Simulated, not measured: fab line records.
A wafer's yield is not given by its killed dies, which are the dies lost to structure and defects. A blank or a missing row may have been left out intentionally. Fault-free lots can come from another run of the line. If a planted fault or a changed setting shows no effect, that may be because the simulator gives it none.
Matching of chambers + flow n5-finfet + rie-diel-02 running N5_MOL_CONTACT_COAG_VIA_ETCH_46: 4 sister chambers
The step etches SiO2 in C4F6/O2, target depth 46 nm, overetch 9.2 nm, time 40 s. 16 wafers are shown with their chamber, then 8 later ones without.

== EACH WAFER AND ITS CHAMBER ==
| wafer  | chamber | drypump-motor-current-A (A) | rf-vpp-V (V) | throttle-valve-pct (%) |
|--------|---------|-----------------------------|--------------|------------------------|
| L076.3 | 1       | 6.2                         | 1583         | 41.17                  |
| L076.4 | 2       | 6.0                         | 1624         | 40.90                  |
| L076.6 | 0       | 6.4                         | 1634         | 41.16                  |
| L077.2 | 2       | 6.0                         | 1623         | 40.90                  |
| L077.4 | 0       | 6.4                         | 1634         | 41.17                  |
| L077.5 | 1       | 6.2                         | 1581         | 41.18                  |
| L081.2 | 2       | 6.0                         | 1622         | 40.90                  |
| L081.3 | 0       | 6.4                         | 1633         | 41.17                  |
| L081.5 | 3       | 6.4                         | 1587         | 41.36                  |
| L083.1 | 1       | 6.2                         | 1607         | 40.83                  |
| L083.2 | 2       | 6.0                         | 1622         | 40.92                  |
| L083.4 | 3       | 6.3                         | 1588         | 41.36                  |
| L087.1 | 0       | 6.4                         | 1631         | 41.18                  |
| L087.2 | 1       | 6.2                         | 1609         | 40.82                  |
| L087.3 | 2       | 6.0                         | 1623         | 40.92                  |
| L089.3 | 2       | 6.0                         | 1623         | 40.93                  |

SIGNATURES, as means of the wafers listed above
| reading                 | chamber 0 | chamber 1 | chamber 2 | chamber 3 | scatter within a chamber |
|-------------------------|-----------|-----------|-----------|-----------|--------------------------|
| drypump-motor-current-A | 6.400     | 6.200     | 6.000     | 6.350     | 0.0204                   |
| rf-vpp-V                | 1633.00   | 1595.00   | 1622.83   | 1587.50   | 7.58                     |
| throttle-valve-pct      | 41.1700   | 41.0000   | 40.9117   | 41.3600   | 0.102                    |
Rule: for each reading, subtract the chamber's mean from the wafer's reading, divide by that reading's scatter and square the result; add these up over the readings and take the root, which gives the wafer's distance from the chamber. The wafer belongs to the nearest chamber; if the next one is less than 2 further off, it can't be placed. The scatter: take each reading less its chamber's mean, square it, sum over the shown wafers, divide by the number of wafers less the number of chambers, and take the root.

== WAFERS WITH NO CHAMBER GIVEN ==
| wafer  | drypump-motor-current-A (A) | rf-vpp-V (V) | throttle-valve-pct (%) |
|--------|-----------------------------|--------------|------------------------|
| L089.5 | 6.0                         | 1621         | 40.92                  |
| L089.6 | 6.2                         | 1608         | 40.85                  |
| L091.1 | 6.2                         | 1607         | 40.84                  |
| L091.2 | 6.4                         | 1632         | 41.19                  |
| L091.3 | 6.0                         | 1622         | 40.94                  |
| L097.1 | 6.0                         | 1622         | 40.94                  |
| L097.3 | 6.4                         | 1633         | 41.20                  |
| L097.6 | 6.4                         | 1631         | 41.24                  |

== WHICH CHAMBER EACH WENT THROUGH ==
| wafer  | from the rows above | in truth |
|--------|---------------------|----------|
| L089.5 | 2                   | 2        |
| L089.6 | 1                   | 1        |
| L091.1 | 1                   | 1        |
| L091.2 | 0                   | 0        |
| L091.3 | 2                   | 2        |
| L097.1 | 2                   | 2        |
| L097.3 | 0                   | 0        |
| L097.6 | 0                   | 0        |
Placed correctly: 8 of 8. Can't be placed from these rows: 0. 0 placed wrongly.
